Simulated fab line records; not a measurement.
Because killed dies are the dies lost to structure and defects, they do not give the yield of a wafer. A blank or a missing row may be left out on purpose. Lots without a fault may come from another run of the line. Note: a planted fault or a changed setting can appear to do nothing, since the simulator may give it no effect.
The tool behind it: which one? + flow nand harc + 24 lots with 72 wafers sampled at 6 steps, on a route of 1302 steps

WHAT EACH GAUGE READ, for each wafer
The record lacks any reading of a measuring or inspecting step that a usual standard deviation could be used to judge.

WHAT TOOL EACH LOT RAN ON (gives the tool, then ch and the chambers of the sampled wafers, and finally the start)
| lot  | NHARC_A_CHANNEL_HOLE_D2_DEP_00 | NHARC_A_CHANNEL_HOLE_D2_ETCH_24  | NHARC_A_CHANNEL_FILL_D2_ALD_15                 | NHARC_A_CHANNEL_FILL_D2_ALD_16   | NHARC_A_CHANNEL_FILL_D2_ETCHBACK_20 | NHARC_A_CHANNEL_FILL_D2_ETCHBACK_08 |
|------|--------------------------------|----------------------------------|------------------------------------------------|----------------------------------|-------------------------------------|-------------------------------------|
| L075 | acl dep-02 ch 0, day 12 19:34  | har etch-01 ch 0,1, day 13 08:02 | ald sin batch-03 ch 0, day 13 23:39 or earlier | ald hk-01 ch 1,2,3, day 13 23:39 | rie diel-08 ch 2,3, day 14 12:48    | rie diel-08 ch 0,3, no start        |
| L074 | acl dep-01 ch 0, day 12 19:50  | har etch-01 ch 0,1, day 13 04:01 | ald sin batch-03 ch 0, day 13 23:35 or earlier | ald hk-02 ch 0,1,2, day 13 23:35 | rie diel-01 ch 1,2, day 14 12:46    | rie diel-01 ch 0,1, no start        |
| L076 | acl dep-01 ch 0, day 14 07:20  | har etch-02 ch 0,1, day 14 15:59 | ald sin batch-02 ch 0, day 15 08:01 or earlier | ald hk-04 ch 0,1, day 15 08:01   | rie diel-01 ch 0,2,3, day 15 19:38  | rie diel-07 ch 1,2, no start        |
| L078 | acl dep-03 ch 0, day 14 18:58  | har etch-02 ch 0,1, day 15 02:44 | ald sin batch-02 ch 0, day 15 18:52 or earlier | ald hk-01 ch 0,1,2, day 15 18:52 | rie diel-08 ch 0,2,3, day 16 06:13  | rie diel-08 ch 1,2,3, no start      |
| L077 | acl dep-02 ch 0, day 14 19:38  | har etch-01 ch 0,1, day 15 03:20 | ald sin batch-02 ch 0, day 15 18:47 or earlier | ald hk-01 ch 0,2,3, day 15 18:47 | rie diel-07 ch 2,3, day 16 06:12    | rie diel-08 ch 0,1,3, no start      |
| L079 | acl dep-02 ch 0, day 14 22:37  | har etch-02 ch 0,1, day 15 07:01 | ald sin batch-02 ch 0, day 15 22:58 or earlier | ald hk-01 ch 0,1,2, day 15 22:58 | rie diel-01 ch 0,1, day 16 10:21    | rie diel-08 ch 0,2,3, no start      |
| L081 | acl dep-03 ch 0, day 15 16:47  | har etch-01 ch 0,1, day 15 22:47 | ald sin batch-03 ch 0, day 16 14:44 or earlier | ald hk-04 ch 1,2, day 16 14:44   | rie diel-07 ch 0,1,2, day 17 02:43  | rie diel-01 ch 0,2,3, no start      |
| L082 | acl dep-01 ch 0, day 16 07:21  | har etch-01 ch 0,1, day 16 13:30 | ald sin batch-02 ch 0, day 17 07:10 or earlier | ald hk-02 ch 0,2,3, day 17 07:10 | rie diel-07 ch 0,1,2, day 17 20:03  | rie diel-07 ch 0,2,3, no start      |
| L080 | acl dep-02 ch 0, day 16 08:16  | har etch-02 ch 0,1, day 16 14:06 | ald sin batch-02 ch 0, day 17 07:12 or earlier | ald hk-04 ch 0,2,3, day 17 07:12 | rie diel-08 ch 1,2,3, day 17 20:04  | rie diel-08 ch 0,2, no start        |
| L083 | acl dep-03 ch 0, day 16 18:46  | har etch-01 ch 0,1, day 17 06:02 | ald sin batch-03 ch 0, day 17 21:56 or earlier | ald hk-01 ch 1,2,3, day 17 21:56 | rie diel-07 ch 0,1, day 18 09:20    | rie diel-08 ch 0,1,3, no start      |
| L085 | acl dep-02 ch 0, day 17 07:35  | har etch-02 ch 0,1, day 17 16:26 | ald sin batch-03 ch 0, day 18 08:19 or earlier | ald hk-04 ch 1,2,3, day 18 08:19 | rie diel-07 ch 0,1,2, day 18 20:18  | rie diel-01 ch 0,1,2, no start      |
| L084 | acl dep-02 ch 0, day 17 23:45  | har etch-01 ch 0,1, day 18 08:05 | ald sin batch-01 ch 0, day 19 00:25 or earlier | ald hk-02 ch 0,2, day 19 00:25   | rie diel-07 ch 1,2,3, day 19 12:22  | rie diel-08 ch 0,1, no start        |
| L086 | acl dep-01 ch 0, day 18 02:05  | har etch-02 ch 0,1, day 18 09:46 | ald sin batch-01 ch 0, day 19 00:36 or earlier | ald hk-02 ch 1,2,3, day 19 00:36 | rie diel-08 ch 0,3, day 19 12:22    | rie diel-08 ch 1,2, no start        |
| L087 | acl dep-01 ch 0, day 18 11:59  | har etch-02 ch 1, day 18 17:49   | ald sin batch-01 ch 0, day 19 09:48 or earlier | ald hk-02 ch 0,1,3, day 19 09:48 | rie diel-01 ch 1,2, day 19 21:12    | rie diel-01 ch 0,2,3, no start      |
| L089 | acl dep-01 ch 0, day 19 05:09  | har etch-02 ch 0,1, day 19 13:56 | ald sin batch-01 ch 0, day 20 08:58 or earlier | ald hk-01 ch 0,3, day 20 08:58   | rie diel-01 ch 0,2,3, day 20 20:22  | rie diel-01 ch 1,2, no start        |
| L088 | acl dep-03 ch 0, day 19 05:10  | har etch-01 ch 0,1, day 19 14:46 | ald sin batch-01 ch 0, day 20 09:06 or earlier | ald hk-01 ch 0,1,3, day 20 09:06 | rie diel-08 ch 0,2,3, day 20 20:22  | rie diel-08 ch 1,2,3, no start      |
| L090 | acl dep-01 ch 0, day 19 17:33  | har etch-01 ch 0, day 20 00:08   | ald sin batch-01 ch 0, day 20 17:26 or earlier | ald hk-04 ch 0,2, day 20 17:26   | rie diel-07 ch 0,1, day 21 05:03    | rie diel-08 ch 0,1,2, no start      |
| L091 | acl dep-03 ch 0, day 19 18:02  | har etch-02 ch 0,1, day 19 23:49 | ald sin batch-01 ch 0, day 20 17:39 or earlier | ald hk-02 ch 1,2,3, day 20 17:39 | rie diel-08 ch 0,2, day 21 05:04    | rie diel-08 ch 1,3, no start        |
| L092 | acl dep-03 ch 0, day 20 12:23  | har etch-02 ch 0,1, day 20 18:39 | ald sin batch-01 ch 0, day 21 12:16 or earlier | ald hk-04 ch 0,1,3, day 21 12:16 | rie diel-01 ch 0,1, day 22 00:26    | rie diel-01 ch 1,2,3, no start      |
| L093 | acl dep-02 ch 0, day 21 07:15  | har etch-02 ch 0,1, day 21 12:49 | ald sin batch-03 ch 0, day 22 03:03            | ald hk-01 ch 0,1,2, day 22 06:05 | rie diel-08 ch 0,2,3, day 22 18:04  | rie diel-01 ch 1,2, no start        |
| L094 | acl dep-01 ch 0, day 21 16:26  | har etch-01 ch 0,1, day 21 23:23 | ald sin batch-02 ch 0, day 22 15:41 or earlier | ald hk-02 ch 0,1,3, day 22 15:41 | rie diel-08 ch 0,2,3, day 23 03:04  | rie diel-07 ch 1,2,3, no start      |
| L095 | acl dep-02 ch 0, day 21 19:10  | har etch-02 ch 1, day 22 01:19   | ald sin batch-02 ch 0, day 22 15:33 or earlier | ald hk-02 ch 0,2,3, day 22 15:33 | rie diel-07 ch 0,1, day 23 03:04    | rie diel-01 ch 2,3, no start        |
| L097 | acl dep-01 ch 0, day 22 10:24  | har etch-02 ch 0,1, day 22 16:30 | ald sin batch-03 ch 0, day 23 08:17 or earlier | ald hk-04 ch 0,2,3, day 23 08:17 | rie diel-01 ch 0,1,3, day 23 20:31  | rie diel-01 ch 1,3, no start        |
| L096 | acl dep-02 ch 0, day 22 11:02  | har etch-01 ch 0,1, day 22 16:29 | ald sin batch-03 ch 0, day 23 08:40 or earlier | ald hk-04 ch 0,1,2, day 23 08:40 | rie diel-01 ch 0,3, day 23 20:34    | rie diel-08 ch 1,2,3, no start      |
- NHARC_A_CHANNEL_HOLE_D2_DEP_00: deposits aC, target thk 3100 nm.
- NHARC_A_CHANNEL_HOLE_D2_ETCH_24: etches the open film in C4F8/O2/Ar, time 906.2 s, target depth 1500 nm.
- NHARC_A_CHANNEL_FILL_D2_ALD_15: deposits SiNx, target thk 2 nm, pulse time 60 s, ald cycles 19.
- NHARC_A_CHANNEL_FILL_D2_ALD_16: deposits SiO2, target thk 1.5 nm, pulse time 10 s, ald cycles 15.
- NHARC_A_CHANNEL_FILL_D2_ETCHBACK_20: etches the open film in C4F8/O2/Ar, target depth 27 nm, time 13.5 s.
- NHARC_A_CHANNEL_FILL_D2_ETCHBACK_08: etches the open film in C4F8, target depth 220 nm, time 110 s.

WHAT THE TOOLS THEMSELVES READ (means of the sampled wafers that have a number; where no wafer has one, the mark that the record gives instead)
NHARC_A_CHANNEL_HOLE_D2_DEP_00.
| lot  | tool       | throttle valve pct (%) |
|------|------------|------------------------|
| L075 | acl dep-02 | 34.995                 |
| L074 | acl dep-01 | 35.000                 |
| L076 | acl dep-01 | 35.001                 |
| L078 | acl dep-03 | 34.999                 |
| L077 | acl dep-02 | 35.000                 |
| L079 | acl dep-02 | 34.995                 |
| L081 | acl dep-03 | 34.993                 |
| L082 | acl dep-01 | 35.000                 |
| L080 | acl dep-02 | 34.997                 |
| L083 | acl dep-03 | 34.993                 |
| L085 | acl dep-02 | 35.005                 |
| L084 | acl dep-02 | 34.996                 |
| L086 | acl dep-01 | 34.998                 |
| L087 | acl dep-01 | 35.003                 |
| L089 | acl dep-01 | 35.002                 |
| L088 | acl dep-03 | 35.004                 |
| L090 | acl dep-01 | 35.002                 |
| L091 | acl dep-03 | 34.999                 |
| L092 | acl dep-03 | 35.007                 |
| L093 | acl dep-02 | 35.000                 |
| L094 | acl dep-01 | 34.997                 |
| L095 | acl dep-02 | 35.004                 |
| L097 | acl dep-01 | 35.005                 |
| L096 | acl dep-02 | 35.000                 |

NHARC_A_CHANNEL_HOLE_D2_ETCH_24.
| lot  | tool        | drypump motor current A (A) | showerhead plenum p Torr (Torr) | throttle valve pct (%) |
|------|-------------|-----------------------------|---------------------------------|------------------------|
| L075 | har etch-01 | 5.3                         | 3.64                            | 32.238                 |
| L074 | har etch-01 | 5.3                         | 3.60                            | 32.234                 |
| L076 | har etch-02 | 6.2                         | 3.72                            | 32.236                 |
| L078 | har etch-02 | 6.2                         | 3.71                            | 32.244                 |
| L077 | har etch-01 | 5.3                         | 3.63                            | 32.234                 |
| L079 | har etch-02 | 6.5                         | 3.81                            | 32.233                 |
| L081 | har etch-01 | 5.3                         | 3.62                            | 32.239                 |
| L082 | har etch-01 | 5.3                         | 3.62                            | 32.227                 |
| L080 | har etch-02 | 6.2                         | 3.70                            | 32.229                 |
| L083 | har etch-01 | 5.3                         | 3.57                            | 32.234                 |
| L085 | har etch-02 | 6.2                         | 3.91                            | 32.237                 |
| L084 | har etch-01 | 5.4                         | 3.56                            | 32.234                 |
| L086 | har etch-02 | 6.5                         | 3.90                            | 32.239                 |
| L087 | har etch-02 | 6.8                         | 3.89                            | 32.226                 |
| L089 | har etch-02 | 6.5                         | 3.89                            | 32.226                 |
| L088 | har etch-01 | 5.3                         | 3.59                            | 32.236                 |
| L090 | har etch-01 | 5.4                         | 3.50                            | 32.227                 |
| L091 | har etch-02 | 6.5                         | 3.89                            | 32.246                 |
| L092 | har etch-02 | 6.5                         | 3.88                            | 32.235                 |
| L093 | har etch-02 | 6.2                         | 3.88                            | 32.234                 |
| L094 | har etch-01 | 5.3                         | 3.58                            | 32.241                 |
| L095 | har etch-02 | 6.8                         | 3.86                            | 32.239                 |
| L097 | har etch-02 | 6.5                         | 3.87                            | 32.230                 |
| L096 | har etch-01 | 5.4                         | 3.53                            | 32.232                 |

NHARC_A_CHANNEL_FILL_D2_ALD_15.
| lot  | tool             | chamber pressure Torr (Torr) | precursor pulse height rel |
|------|------------------|------------------------------|----------------------------|
| L075 | ald sin batch-03 | 1.991                        | 0.999                      |
| L074 | ald sin batch-03 | 2.004                        | 0.991                      |
| L076 | ald sin batch-02 | 2.000                        | 1.014                      |
| L078 | ald sin batch-02 | 2.003                        | 1.000                      |
| L077 | ald sin batch-02 | 1.996                        | 1.008                      |
| L079 | ald sin batch-02 | 1.995                        | 0.983                      |
| L081 | ald sin batch-03 | 1.997                        | 1.002                      |
| L082 | ald sin batch-02 | 2.001                        | 0.985                      |
| L080 | ald sin batch-02 | 2.004                        | 0.974                      |
| L083 | ald sin batch-03 | 1.999                        | 1.015                      |
| L085 | ald sin batch-03 | 1.996                        | 0.998                      |
| L084 | ald sin batch-01 | 2.002                        | 0.980                      |
| L086 | ald sin batch-01 | 2.002                        | 0.994                      |
| L087 | ald sin batch-01 | 2.002                        | 0.994                      |
| L089 | ald sin batch-01 | 1.999                        | 1.002                      |
| L088 | ald sin batch-01 | 1.998                        | 0.987                      |
| L090 | ald sin batch-01 | 1.997                        | 0.988                      |
| L091 | ald sin batch-01 | 2.005                        | 0.992                      |
| L092 | ald sin batch-01 | 2.004                        | 1.007                      |
| L093 | ald sin batch-03 | 2.003                        | 1.005                      |
| L094 | ald sin batch-02 | 1.998                        | 0.998                      |
| L095 | ald sin batch-02 | 2.001                        | 1.013                      |
| L097 | ald sin batch-03 | 1.992                        | 0.983                      |
| L096 | ald sin batch-03 | 1.998                        | 1.022                      |

NHARC_A_CHANNEL_FILL_D2_ALD_16.
| lot  | tool      | heater power w (W) | precursor pulse height rel |
|------|-----------|--------------------|----------------------------|
| L075 | ald hk-01 | 462                | 1.003                      |
| L074 | ald hk-02 | 469                | 0.997                      |
| L076 | ald hk-04 | 503                | 0.992                      |
| L078 | ald hk-01 | 461                | 1.012                      |
| L077 | ald hk-01 | 458                | 0.990                      |
| L079 | ald hk-01 | 459                | 0.997                      |
| L081 | ald hk-04 | 467                | 1.008                      |
| L082 | ald hk-02 | 492                | 1.003                      |
| L080 | ald hk-04 | 473                | 1.007                      |
| L083 | ald hk-01 | 463                | 0.987                      |
| L085 | ald hk-04 | 476                | 0.989                      |
| L084 | ald hk-02 | 451                | 1.001                      |
| L086 | ald hk-02 | 476                | 1.007                      |
| L087 | ald hk-02 | 510                | 0.986                      |
| L089 | ald hk-01 | 474                | 1.010                      |
| L088 | ald hk-01 | 472                | 1.013                      |
| L090 | ald hk-04 | 459                | 1.001                      |
| L091 | ald hk-02 | 469                | 1.007                      |
| L092 | ald hk-04 | 501                | 1.012                      |
| L093 | ald hk-01 | 440                | 1.011                      |
| L094 | ald hk-02 | 516                | 1.009                      |
| L095 | ald hk-02 | 490                | 0.986                      |
| L097 | ald hk-04 | 455                | 1.034                      |
| L096 | ald hk-04 | 471                | 0.992                      |

NHARC_A_CHANNEL_FILL_D2_ETCHBACK_20.
| lot  | tool        | oes product au (a.u.) | rf vpp V (V) |
|------|-------------|-----------------------|--------------|
| L075 | rie diel-08 | 0.950                 | 980          |
| L074 | rie diel-01 | 1.003                 | 986          |
| L076 | rie diel-01 | 1.006                 | 977          |
| L078 | rie diel-08 | 0.996                 | 982          |
| L077 | rie diel-07 | 1.012                 | 974          |
| L079 | rie diel-01 | 1.000                 | 980          |
| L081 | rie diel-07 | 1.001                 | 976          |
| L082 | rie diel-07 | 1.004                 | 975          |
| L080 | rie diel-08 | 0.921                 | 979          |
| L083 | rie diel-07 | 0.997                 | 974          |
| L085 | rie diel-07 | 0.994                 | 976          |
| L084 | rie diel-07 | 1.011                 | 977          |
| L086 | rie diel-08 | 1.004                 | 986          |
| L087 | rie diel-01 | 0.995                 | 986          |
| L089 | rie diel-01 | 0.983                 | 977          |
| L088 | rie diel-08 | 0.940                 | 981          |
| L090 | rie diel-07 | 1.015                 | 975          |
| L091 | rie diel-08 | 0.981                 | 983          |
| L092 | rie diel-01 | 0.985                 | 981          |
| L093 | rie diel-08 | 0.992                 | 982          |
| L094 | rie diel-08 | 0.987                 | 981          |
| L095 | rie diel-07 | 0.982                 | 980          |
| L097 | rie diel-01 | 0.981                 | 979          |
| L096 | rie diel-01 | 0.973                 | 976          |

NHARC_A_CHANNEL_FILL_D2_ETCHBACK_08.
| lot  | tool        | oes product au (a.u.) | rf vpp V (V) |
|------|-------------|-----------------------|--------------|
| L075 | rie diel-08 | 0.92                  | 443.8        |
| L074 | rie diel-01 | 0.94                  | 440.6        |
| L076 | rie diel-07 | 1.00                  | 441.0        |
| L078 | rie diel-08 | 1.01                  | 441.8        |
| L077 | rie diel-08 | 1.01                  | 443.4        |
| L079 | rie diel-08 | 1.00                  | 442.8        |
| L081 | rie diel-01 | 0.99                  | 441.0        |
| L082 | rie diel-07 | 0.93                  | 437.9        |
| L080 | rie diel-08 | 0.92                  | 441.4        |
| L083 | rie diel-08 | 0.97                  | 443.3        |
| L085 | rie diel-01 | 0.97                  | 442.2        |
| L084 | rie diel-08 | 1.00                  | 444.2        |
| L086 | rie diel-08 | 0.95                  | 440.9        |
| L087 | rie diel-01 | 0.91                  | 440.4        |
| L089 | rie diel-01 | 0.92                  | 444.2        |
| L088 | rie diel-08 | 0.92                  | 441.8        |
| L090 | rie diel-08 | 0.95                  | 441.6        |
| L091 | rie diel-08 | 0.93                  | 442.6        |
| L092 | rie diel-01 | 0.92                  | 442.0        |
| L093 | rie diel-01 | 0.92                  | 443.3        |
| L094 | rie diel-07 | 1.02                  | 439.9        |
| L095 | rie diel-01 | 0.96                  | 439.6        |
| L097 | rie diel-01 | 0.99                  | 442.9        |
| L096 | rie diel-08 | 1.00                  | 441.0        |

THE ANSWER, worked out from the rows above alone
Rule: what is usual is taken from the lots themselves. Put in order of their means at a reading, lots are off if they are a third of the lots or fewer, leave a main group of 4 or more, and stand apart from it by a gap of 3 or more times the standard deviation of the main group's means; of several such gaps the widest counts. If all means in a main group match to the digits the tables above print for the reading, that group is not used. Also off: a lot with no number at a reading for which 4 or more lots have one. Where the step has rows for the other lots, those lots are counted as sound. Order of review: gauges by route order, followed by the tools' own readings, for which a lot's mean as printed above is used. At the first step where some lot is off, the reading lying furthest off is the one used; lots without a number count as furthest.
Across all readings shown, no lot is off: no conclusion can be drawn from this.

WHAT WAS PUT IN BY THE SIMULATOR
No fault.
